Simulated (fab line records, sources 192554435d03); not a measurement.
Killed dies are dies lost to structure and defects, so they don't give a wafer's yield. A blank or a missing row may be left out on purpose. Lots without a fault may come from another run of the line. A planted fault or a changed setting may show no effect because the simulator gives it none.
fab line records | flow n5_finfet
record lots=6 wafers=18 last_day=17
route steps=1938 shown BEOL_M15@1782 PASSIVATION@1936
lots that met no fault: from a run of the same line without faults
start_h: hours from the record's first day to the start of the lot's first wafer shown | wait_h: hours since the lot's step before | " the same as in the row above | L1.1+2: a row that stands for several wafers | - no value, or no start given | * or withheld: withheld | < > ~ a bound
route shown NAME@n: a module of which the file shows steps, and the number in the route of the first | usual: mean/standard deviation of fault-free wafers | same: alike in all rows | chamber/n: place in a boat | sites: the reading at each site | _std_site: their standard deviation | _edge_site: outer sites' mean less inner sites' | radius_mm: how far each site lies from the wafer's centre | mask NAME#n: copy n | behind: the tool/chamber that last shaped the wafer | hold: why the lot was held/for how many hours/how that ended | device: the transistor (n, p or np) that didn't switch | end of line: the same wafers' tests at the end of the route | a step without rows: its recipe alone | killed: dies lost to structure and defects at the first sort, not the wafer's yield | map: a wafer's dies, x killed, . not, _ none there
set.NAME: the setting as run; set.NAME@STEP: as run at that earlier step | model.NAME: the simulator's own value behind a step, which no gauge read
lots at some steps of the route; a table a step, a row a wafer
services: from which hour (start_h, from the record's first day; less than 0 if before it) a tool's chamber was out of use, for how many hours, and why
## steps
# step N5_BEOL_M15_HARDBAKE_14
# recipe temp_c=130 time_s=120
# step N5_BEOL_M15_CD_MEAS_10
# recipe target_cd_nm=360 landing_energy_ev=500 detector=se_inlens polarity=opening
# usual cd_nm=360.4/1.6
# columns lot.wafer tool chamber start_h wait_h cd_nm
L869.3 cd_sem-01 0 265.65 - 359.5
L869.5 " 0 " " 359.5
L869.6 " 0 " " 360.1
L872.1 cd_sem-02 0 279.73 - 360.6
L872.3 " 0 " " 361.8
L872.6 " 0 " " 362.3
L875.1 cd_sem-02 0 308.80 - 361.4
L875.3 " 0 " " 363.0
L875.4 " 0 " " 361.0
L879.3 cd_sem-03 0 333.58 - 358.7
L879.5 " 0 " " 360.0
L879.6 " 0 " " 359.5
L882.1 cd_sem-03 0 345.53 - 360.4
L882.2 " 0 " " 364.8
L882.5 " 0 " " 362.0
L888.2 cd_sem-02 0 384.65 - 357.7
L888.4 " 0 " " 357.4
L888.6 " 0 " " 358.1
# step N5_BEOL_M15_OVL_MEAS_11
# recipe points_per_wafer=44
# usual V14_OVL=-1/4.9
# columns lot.wafer tool chamber start_h wait_h V14_OVL[nm]
L869.3 overlay-01 0 265.68 0.0 0
L869.5 " 0 " " -7
L869.6 " 0 " " -6
L872.1 overlay-02 0 279.76 0.0 -2
L872.3 " 0 " " 3
L872.6 " 0 " " 0
L875.1 overlay-02 0 308.83 0.0 -9
L875.3 " 0 " " -5
L875.4 " 0 " " 0
L879.3 overlay-02 0 333.61 0.0 1
L879.5 " 0 " " -5
L879.6 " 0 " " 4
L882.1 overlay-01 0 345.56 0.0 -6
L882.2 " 0 " " -2
L882.5 " 0 " " -4
L888.2 overlay-01 0 384.68 0.0 -2
L888.4 " 0 " " 11
L888.6 " 0 " " 8
# step N5_BEOL_M15_INSPECT_12
# recipe mode=adi inspect_instrument=macro
# usual raw_defect_count=2.1/1.4
# columns lot.wafer tool chamber start_h wait_h raw_defect_count
L869.3 defect_inspect-01 - 265.71 0.0 1
L869.5 " - " " 0
L869.6 " - " " 5
L872.1 defect_inspect-02 - 279.78 0.0 0
L872.3 " - " " 2
L872.6 " - " " 2
L875.1 defect_inspect-01 - 308.85 0.0 4
L875.3 " - " " 2
L875.4 " - " " 1
L879.3 defect_inspect-01 - 333.63 0.0 2
L879.5 " - " " 1
L879.6 " - " " 2
L882.1 defect_inspect-02 - 345.59 0.0 5
L882.2 " - " " 3
L882.5 " - " " 3
L888.2 defect_inspect-01 - 384.70 0.0 1
L888.4 " - " " 2
L888.6 " - " " 7
# step N5_BEOL_M15_DESCUM_15
# recipe chemistry=O2 time_s=7.9 source_power_w=50 bias_power_w=20 pressure_mtorr=20 rf_frequency_hz=2.712e+07 temp_c=40 o2_flow_sccm=225
# usual drypump_motor_current_A=5.8/0.44 oes_product_au=0.77/0.09 rf_vpp_V=242.7/1.2 showerhead_plenum_p_Torr=2.08/0.059 throttle_valve_pct=20.47/0.29
# columns lot.wafer tool chamber start_h wait_h drypump_motor_current_A oes_product_au rf_hours_counter_h rf_vpp_V showerhead_plenum_p_Torr throttle_valve_pct
L869.3 rie_diel-05 1 266.72 1.0 6.3 0.66 250 242.0 2.16 20.49
L869.5 " 0 " " 6.1 0.80 - 242.6 2.11 20.59
L869.6 " 2 " " 5.3 0.69 - 244.6 2.16 20.34
L872.1 rie_diel-05 0 279.82 0.0 6.1 0.80 98 244.0 2.11 20.60
L872.3 " 3 " " 6.1 0.77 128 241.6 2.03 20.52
L872.6 " 0 " " 6.1 0.79 - 243.5 2.11 20.60
L875.1 rie_diel-02 0 308.89 0.0 5.8 0.71 244 241.7 2.06 20.70
L875.3 " 3 " " 5.8 0.99 1 242.9 2.05 19.88
L875.4 " 2 " " 6.3 0.69 214 243.3 2.17 20.66
L879.3 rie_diel-04 2 333.66 0.0 6.2 0.71 201 243.2 2.07 20.71
L879.5 " 3 " " 5.2 0.91 - 242.8 2.06 19.94
L879.6 " 2 " " 6.2 0.71 - 244.0 2.07 20.73
L882.1 rie_diel-04 1 345.68 0.1 5.3 0.83 82 242.3 2.12 20.51
L882.2 " 2 " " 6.2 0.71 205 242.1 2.07 20.72
L882.5 " 2 " " 6.2 0.71 - 243.1 2.07 20.72
L888.2 rie_diel-02 1 384.74 0.0 6.0 0.71 183 241.7 2.00 20.92
L888.4 " 1 " " 6.0 0.71 - 242.1 2.00 20.91
L888.6 " 2 " " 6.3 0.68 - 244.1 2.16 20.69
# step N5_BEOL_M15_ETCH_59
# recipe chemistry=N2/H2 target=BARC target_depth_a=890 overetch_a=267 time_s=67.9 ion_energy_ev=200 pressure_mtorr=30 source_w=840 bias_w=150 n2_flow_sccm=200 h2_flow_sccm=200
# usual bias_w=150.0/0.43 drypump_motor_current_A=5.8/0.44 h2_flow_sccm=200.0/0.61 oes_product_au=0.66/0.073 rf_vpp_V=523.1/2.2 showerhead_plenum_p_Torr=2.52/0.073 throttle_valve_pct=17.9/0.33
# columns lot.wafer tool chamber start_h wait_h bias_w drypump_motor_current_A h2_flow_sccm oes_product_au rf_hours_counter_h rf_vpp_V showerhead_plenum_p_Torr throttle_valve_pct
L869.3 rie_diel-05 1 266.75 0.0 150.2 6.3 198.2 0.57 250 525.3 2.61 17.9
L869.5 " 0 " " 150.1 6.1 199.7 0.68 - 524.1 2.55 18.0
L869.6 " 2 " " 149.7 5.4 199.6 0.60 - 526.4 2.64 17.9
L872.1 rie_diel-05 0 279.85 0.0 149.3 6.1 199.9 0.68 98 524.4 2.55 18.0
L872.3 " 3 " " 149.8 6.2 198.9 0.65 128 521.4 2.43 17.6
L872.6 " 0 " " 149.5 6.1 199.5 0.68 - 526.6 2.55 18.0
L875.1 rie_diel-02 0 308.92 0.0 149.6 5.8 200.9 0.60 244 523.7 2.50 18.1
L875.3 " 3 " " 149.4 5.9 199.1 0.85 1 521.7 2.50 17.4
L875.4 " 2 " " 150.1 6.3 199.3 0.60 214 524.6 2.62 18.1
L879.3 rie_diel-04 2 333.70 0.0 149.4 6.2 200.3 0.60 201 522.9 2.51 18.1
L879.5 " 3 " " 149.9 5.3 200.1 0.78 - 521.2 2.48 17.2
L879.6 " 2 " " 149.9 6.2 200.2 0.60 - 522.2 2.51 18.1
L882.1 rie_diel-04 1 345.71 0.0 150.9 5.2 200.5 0.70 82 525.4 2.57 17.9
L882.2 " 2 " " 149.8 6.2 199.6 0.60 205 521.8 2.51 18.1
L882.5 " 2 " " 150.2 6.2 199.2 0.60 - 524.8 2.51 18.1
L888.2 rie_diel-02 1 384.77 0.0 150.0 6.0 200.0 0.61 184 521.5 2.43 18.4
L888.4 " 1 " " 149.9 6.0 199.9 0.61 - 519.6 2.43 18.4
L888.6 " 2 " " 150.3 6.3 199.9 0.59 - 525.4 2.61 18.1
# step N5_BEOL_M15_VIA_ETCH_16
# recipe chemistry=C4F8/O2/Ar target=SiO2 he_inner_torr=15 he_outer_torr=30 target_depth_a=17922 time_s=withheld ion_energy_ev=800 pressure_mtorr=20 source_w=1905 bias_w=2040 Ar_flow_sccm=400 C4F8_flow_sccm=16 O2_flow_sccm=12 ends=cleared
# usual bias_w=2040/5.6 drypump_motor_current_A=5.8/0.44 mfc_ar_sccm=399.9/1.2 oes_product_au=0.69/0.082 rf_vpp_V=2221/25 showerhead_plenum_p_Torr=3.41/0.084 throttle_valve_pct=30.89/0.3
# columns lot.wafer tool chamber start_h wait_h bias_w drypump_motor_current_A mfc_ar_sccm oes_product_au rf_vpp_V showerhead_plenum_p_Torr throttle_valve_pct
L869.3 rie_diel-05 1 266.80 0.0 2034 6.3 399.2 0.60 2164 3.52 30.84
L869.5 " 0 " " 2039 6.1 398.8 0.73 2229 3.45 31.00
L869.6 " 2 " " 2037 5.3 401.0 0.62 2179 3.54 30.59
L872.1 rie_diel-05 0 279.91 0.0 2049 6.1 400.7 0.72 2229 3.45 31.00
L872.3 " 3 " " 2037 6.1 399.0 0.69 2199 3.32 30.83
L872.6 " 0 " " 2039 6.1 400.0 0.73 2231 3.45 31.00
L875.1 rie_diel-02 0 308.98 0.0 2042 5.8 398.3 0.64 2244 3.38 30.96
L875.3 " 3 " " 2035 5.9 399.1 0.90 2203 3.40 30.56
L875.4 " 2 " " 2040 6.3 399.1 0.62 2225 3.52 30.92
L879.3 rie_diel-04 2 333.75 0.0 2035 6.2 400.4 0.64 2209 3.43 31.23
L879.5 " 3 " " 2034 5.3 401.7 0.82 2243 3.39 30.40
L879.6 " 2 " " 2041 6.2 400.4 0.64 2211 3.43 31.23
L882.1 rie_diel-04 1 345.76 0.0 2038 5.2 400.9 0.74 2254 3.49 31.05
L882.2 " 2 " " 2037 6.2 399.9 0.63 2208 3.43 31.24
L882.5 " 2 " " 2050 6.2 401.7 0.64 2209 3.43 31.27
L888.2 rie_diel-02 1 384.82 0.0 2040 6.0 397.6 0.64 2220 3.29 31.36
L888.4 " 1 " " 2038 6.0 400.7 0.64 2219 3.29 31.35
L888.6 " 2 " " 2036 6.3 399.6 0.60 2225 3.51 30.94
# step N5_BEOL_M15_STRIP_63
# recipe chemistry=O2 power_w=600 temp_c=60 pressure_mtorr=30 rf_frequency_hz=6e+07 bias_power_w=0 overash_fraction=0.3 o2_flow_sccm=225
# step N5_BEOL_M15_STRIP_64
# recipe chemistry=O2 power_w=600 temp_c=60 pressure_mtorr=30 rf_frequency_hz=6e+07 bias_power_w=0 overash_fraction=0.3 o2_flow_sccm=225
# usual drypump_motor_current_A=5.8/0.44 oes_product_au=0.77/0.088 rf_vpp_V=3.7/0.51 showerhead_plenum_p_Torr=2.08/0.059 throttle_valve_pct=16.73/0.3
# columns lot.wafer tool chamber start_h wait_h drypump_motor_current_A oes_product_au rf_hours_counter_h rf_vpp_V showerhead_plenum_p_Torr throttle_valve_pct
L869.3 rie_diel-05 1 - - 6.3 0.67 251 3.4 2.16 16.78
L869.5 " 0 " " 6.1 0.80 - 3.4 2.11 16.81
L869.6 " 2 " " 5.3 0.70 - 3.6 2.17 16.64
L872.1 rie_diel-05 0 - - 6.1 0.80 98 4.4 2.11 16.82
L872.3 " 3 " " 6.1 0.75 128 3.4 2.03 16.74
L872.6 " 0 " " 6.1 0.79 - 3.0 2.11 16.81
L875.1 rie_diel-02 0 - - 5.8 0.71 244 4.5 2.07 16.99
L875.3 " 3 " " 5.8 0.98 1 2.7 2.06 16.13
L875.4 " 2 " " 6.2 0.69 214 4.0 2.17 16.91
L879.3 rie_diel-04 2 - - 6.2 0.71 202 4.6 2.08 17.01
L879.5 " 3 " " 5.3 0.91 - 3.4 2.07 16.17
L879.6 " 2 " " 6.2 0.71 - 3.8 2.08 17.00
L882.1 rie_diel-04 1 - - 5.2 0.83 82 4.6 2.12 16.71
L882.2 " 2 " " 6.2 0.71 205 4.0 2.08 17.01
L882.5 " 2 " " 6.2 0.71 - 4.1 2.08 17.01
L888.2 rie_diel-02 1 - - 6.0 0.71 184 4.3 2.01 17.14
L888.4 " 1 " " 6.0 0.71 - 4.0 2.01 17.13
L888.6 " 2 " " 6.3 0.68 - 3.3 2.16 16.96
# step N5_BEOL_M15_STRIP_65
# recipe chemistry=post_etch_residue_remover time_s=60 temp_c=25 remover_ph=withheld remover_water_wt_pct=withheld remover_fluoride_wt_pct=withheld
# step N5_BEOL_M15_SRD_66
# recipe time_s=30 temp_c=23 rinse_liquid=diw dry=n2_spin spin_rpm=1500 dry_time_s=30
# step N5_BEOL_M15_CD_MEAS_17
# recipe target_cd_nm=360 polarity=opening
# usual cd_nm=361.2/2
# columns lot.wafer tool chamber start_h wait_h cd_nm
L869.3 cd_sem-01 - 267.22 0.0 358.8
L869.5 " - " " 358.4
L869.6 " - " " 359.1
L872.1 cd_sem-03 - 280.32 0.0 361.1
L872.3 " - " " 363.6
L872.6 " - " " 362.7
L875.1 cd_sem-03 - 309.39 0.0 359.5
L875.3 " - " " 364.0
L875.4 " - " " 364.2
L879.3 cd_sem-02 - 334.16 0.0 357.9
L879.5 " - " " 361.3
L879.6 " - " " 358.5
L882.1 cd_sem-02 - 346.20 0.0 361.7
L882.2 " - " " 365.2
L882.5 " - " " 362.4
L888.2 cd_sem-03 - 385.24 0.0 357.9
L888.4 " - " " 357.7
L888.6 " - " " 360.1
# step N5_BEOL_M15_COAT_56
# recipe resist=SOC temp_c=250 time_s=60 spin_rpm=1500 resist_thk_nm=550
# usual heater_power_total_W=500.4/1.8 plate_temp_C=250.00/0.19
# columns lot.wafer tool chamber start_h wait_h heater_power_total_W plate_temp_C model.SOC_of_BEOL_M15_COAT_56.thk_nm
L869.3 litho_track-03 0 267.26 0.0 498.0 249.86 552
L869.5 " 0 " " 501.6 249.85 550
L869.6 " 0 " " 500.4 250.12 549.6
L872.1 litho_track-02 0 280.35 0.0 498.1 249.97 550.6
L872.3 " 0 " " 497.5 250.21 550.2
L872.6 " 0 " " 502.8 249.83 550.4
L875.1 litho_track-03 0 309.42 0.0 438.6 223.80 562.8
L875.3 " 0 " " 439.4 223.84 560
L875.4 " 0 " " 437.1 223.86 560.4
L879.3 litho_track-03 0 334.21 0.0 438.2 223.96 560.6
L879.5 " 0 " " 439.6 224.17 561.6
L879.6 " 0 " " 439.4 223.89 561.4
L882.1 litho_track-04 0 346.24 0.0 502.7 249.87 548.4
L882.2 " 0 " " 497.2 250.05 549.6
L882.5 " 0 " " 501.1 249.94 548.4
L888.2 litho_track-04 0 385.28 0.0 499.3 250.03 553.8
L888.4 " 0 " " 502.5 250.20 553.2
L888.6 " 0 " " 500.7 250.04 553.4
# step N5_BEOL_M15_ETCH_57
# recipe chemistry=N2/H2 target=SOC source_w=3000 bias_w=350 time_s=750 ion_energy_ev=200 pressure_mtorr=30 n2_flow_sccm=200 h2_flow_sccm=200
# usual bias_w=350.1/1 drypump_motor_current_A=5.9/0.4 h2_flow_sccm=200.0/0.58 oes_product_au=0.76/0.087 rf_vpp_V=523.3/2.2 showerhead_plenum_p_Torr=2.52/0.077 throttle_valve_pct=17.8/0.31
# columns lot.wafer tool chamber start_h wait_h bias_w drypump_motor_current_A h2_flow_sccm oes_product_au rf_hours_counter_h rf_vpp_V showerhead_plenum_p_Torr throttle_valve_pct
L869.3 rie_diel-02 1 267.33 - 349.8 6.0 199.7 0.75 139 519.8 2.45 18.2
L869.5 " 3 " " 350.4 5.9 200.4 0.70 - 522.1 2.50 17.7
L869.6 " 0 " " 350.1 5.8 200.3 0.72 - 524.8 2.50 18.0
L872.1 rie_diel-02 1 280.48 - 347.1 6.0 201.1 0.74 145 521.5 2.44 18.2
L872.3 " 1 " " 348.7 6.0 200.3 0.76 - 521.2 2.44 18.2
L872.6 " 1 " " 347.8 6.0 201.4 0.75 - 520.6 2.44 18.2
L875.1 rie_diel-02 3 309.53 - 350.1 5.8 199.6 0.99 1 522.1 2.50 17.3
L875.3 " 1 " " 351.6 6.0 200.1 0.74 157 520.5 2.44 18.2
L875.4 " 0 " " 350.0 5.8 200.0 0.71 244 522.0 2.50 18.0
L879.3 rie_diel-05 1 334.26 - 351.5 6.3 198.9 0.93 12 525.3 2.61 17.3
L879.5 " 3 " " 349.7 6.2 199.3 0.74 - 521.2 2.42 17.6
L879.6 " 0 " " 350.2 6.0 199.8 0.77 - 524.8 2.54 17.9
L882.1 rie_diel-04 3 346.48 - 348.5 5.3 199.8 0.90 35 521.0 2.48 17.1
L882.2 " 0 " " 349.4 5.2 199.8 0.68 239 518.9 2.41 17.9
L882.5 " 3 " " 349.1 5.2 200.2 0.90 - 522.8 2.48 17.1
L888.2 rie_diel-04 1 385.34 - 350.0 5.2 200.3 0.81 94 524.8 2.57 17.8
L888.4 " 3 " " 349.6 5.3 200.4 0.89 - 521.2 2.48 17.1
L888.6 " 2 " " 348.6 6.2 200.4 0.69 - 522.9 2.51 18.0
# step N5_PASSIVATION_PROBE_49
# usual defect_limited_yield=91.3/1.5 killed_at_M0_to_M3=34/9.4 killed_at_M4_up=13/5.3 killed_at_contacts=13/5.7 killed_at_front_end=40/10 killed_at_other=3.7/2.8 killed_dies=103/17 killed_open=67/13 killed_short=35/8.5 sort_bin_5_function=5.0/0.98 sort_bin_6_memory=3.3/0.7 sort_n_pass=1077/17 sort_yield_pct=91.3/1.5
# same gross_dies=1180 killed_at_back_side=0 sort_bin_4_leakage[%]=0 sort_bin_8_speed[%]=0
# columns lot.wafer tool chamber start_h wait_h defect_limited_yield[%] killed_at_M0_to_M3 killed_at_M4_up killed_at_contacts killed_at_front_end killed_at_other killed_dies killed_open killed_short sort_bin_5_function[%] sort_bin_6_memory[%] sort_n_pass sort_yield_pct[%]
L879.3 prober-02 - 353.27 0.1 91.1 33 12 5 54 1 105 62 40 4.5 3.7 1075 91.1
L879.5 prober-02 - 353.37 0.2 91.9 29 10 12 38 7 96 58 38 4.7 3.2 1084 91.9
L879.6 prober-02 - 353.42 0.3 91.2 30 12 6 52 4 104 65 36 5.0 3.5 1076 91.2
# killed by level:class
L879.3 FIN_SAQP:geometric_particle:short=16 FIN_SAQP:geometric_particle:open=13 BEOL_M0_SAQP:geometric_particle:short=10 BEOL_M0_SAQP:geometric_particle:open=6 BEOL_M1:geometric_particle:open=6 BEOL_M2:geometric_particle:open=5 DUMMY_GATE:geometric_particle:open=4 MOL_CONTACT_COAG:geometric_particle:open=4
L879.5 FIN_SAQP:geometric_particle:open=11 MOL_CONTACT_COAG:geometric_particle:open=10 FIN_SAQP:geometric_particle:short=8 STI_FIN_REVEAL:geometric_particle:open=6 BEOL_M0_SAQP:geometric_particle:short=6 BEOL_M2:geometric_particle:open=5 BEOL_M0_SAQP:geometric_particle:open=5 BEOL_M3:geometric_particle:open=5
L879.6 FIN_SAQP:geometric_particle:open=15 FIN_SAQP:geometric_particle:short=10 STI_FIN_REVEAL:geometric_particle:open=9 BEOL_M1:geometric_particle:open=7 BEOL_M0_SAQP:geometric_particle:short=6 STARTING-WAFER:geometric_particle:short=5 MOL_CONTACT_COAG:geometric_particle:open=4 BEOL_M0_SAQP:geometric_particle:open=4
## services
# columns tool chamber start_h hours kind
rie_diel-05 3 265.18 6.2 repair
rie_diel-02 3 267.81 - clean
rie_diel-02 3 267.81 - consumable_replace:focus_ring
rie_diel-02 3 267.81 36.6 scheduled_down
rie_diel-02 3 267.81 36.6 vent_cycle
rie_diel-05 1 271.34 - clean
rie_diel-05 1 271.34 - consumable_replace:focus_ring
rie_diel-05 1 271.34 21.2 scheduled_down
rie_diel-05 1 271.34 21.2 vent_cycle
rie_diel-04 - 273.42 14.6 pm
rie_diel-02 0 279.54 8.0 repair
rie_diel-02 0 289.38 4.3 repair
rie_diel-02 0 316.61 4.1 repair
rie_diel-02 2 319.89 2.5 repair
rie_diel-02 3 323.57 29.4 repair
rie_diel-02 1 326.74 3.5 repair
rie_diel-04 0 356.87 1.3 repair
rie_diel-02 0 364.04 1.5 repair
rie_diel-05 2 372.19 - clean
rie_diel-05 2 372.19 - consumable_replace:focus_ring
rie_diel-02 0 375.58 11.8 repair
rie_diel-04 0 384.10 - clean
rie_diel-04 0 384.10 - consumable_replace:focus_ring
rie_diel-04 0 384.10 - consumable_replace:showerhead
## key
first_sign step=N5_BEOL_M15_COAT_56 reading=plate_temp_C direction=down sigmas=99+ usual=* struck=*
effect step=N5_BEOL_M15_COAT_56 reading=heater_power_total_W direction=down sigmas=34 usual=* struck=*
model_effect step=N5_BEOL_M15_COAT_56 value=SOC_of_BEOL_M15_COAT_56.thk_nm without=550.2 struck=561.1
met_at N5_BEOL_M15_COAT_56
struck_wafers L875.1,L875.3,L875.4,L879.3,L879.5,L879.6
onset_between 267.26 309.42
fault kind=process_parameter_drift tool=litho_track-03 chamber=- onset_h=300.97 steps=N5_BEOL_M15_COAT_56 channel=temp_c offset=* shape=step end_h=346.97 acts_in=* stated=*
